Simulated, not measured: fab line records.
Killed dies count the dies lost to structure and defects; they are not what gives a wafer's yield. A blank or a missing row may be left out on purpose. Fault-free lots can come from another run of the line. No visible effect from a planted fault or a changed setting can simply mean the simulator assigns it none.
Matching of chambers	flow n5-finfet	N5_BEOL_M11_ETCH_61 on rie-diel-01: 4 sister chambers
The step etches SiARC in CF4, target depth 39 nm, time 65 s. 16 wafers are shown with their chamber, then 8 later ones without.

== EACH WAFER AND ITS CHAMBER ==
wafer	chamber	throttle-valve-pct (%)	showerhead-plenum-p-Torr (Torr)	drypump-motor-current-A (A)
L074.1	3	15.7	2.22	5.7
L074.3	0	15.5	2.24	5.3
L074.6	1	15.1	2.10	6.0
L076.1	2	15.8	2.12	5.4
L076.4	1	15.1	2.10	6.0
L076.6	2	15.8	2.12	5.4
L080.1	3	15.7	2.21	5.7
L080.4	0	15.5	2.24	5.3
L080.5	2	15.8	2.12	5.4
L083.2	1	15.1	2.09	5.9
L083.3	3	15.7	2.21	5.7
L083.4	0	15.6	2.24	5.3
L087.1	0	15.6	2.23	5.3
L087.5	1	15.1	2.09	5.9
L087.6	0	15.6	2.24	5.3
L090.1	0	15.6	2.23	5.4

SIGNATURES, as means of the wafers listed above
reading	chamber 0	chamber 1	chamber 2	chamber 3	scatter within a chamber
throttle-valve-pct	15.567	15.100	15.800	15.700	0.0333
showerhead-plenum-p-Torr	2.2367	2.0950	2.1200	2.2133	0.005
drypump-motor-current-A	5.317	5.950	5.400	5.700	0.0391
Rule: a wafer lies at a distance from a chamber equal to the root of the sum of squares, over the readings, of (its reading less the chamber's mean, divided by the reading's scatter). The wafer belongs to the nearest chamber; if the next one is less than 2 further off, it can't be placed. The scatter: take each reading less its chamber's mean, square it, sum over the shown wafers, divide by the number of wafers less the number of chambers, and take the root.

== WAFERS WHOSE CHAMBER IS MISSING ==
wafer	throttle-valve-pct (%)	showerhead-plenum-p-Torr (Torr)	drypump-motor-current-A (A)
L090.3	15.1	2.09	6.0
L090.4	15.8	2.21	5.7
L094.3	15.1	2.08	6.0
L094.4	15.9	2.11	5.4
L094.5	15.9	2.11	5.4
L097.1	15.6	2.23	5.3
L097.2	15.8	2.20	5.7
L097.5	15.8	2.20	5.7

== CHAMBER TAKEN BY EACH ==
wafer	from the rows above	in truth
L090.3	1	1
L090.4	3	3
L094.3	1	1
L094.4	2	2
L094.5	2	2
L097.1	0	0
L097.2	3	3
L097.5	3	3
Correct placement for 8 of the 8. Left unplaced by these rows: 0. Wrongly placed: 0.
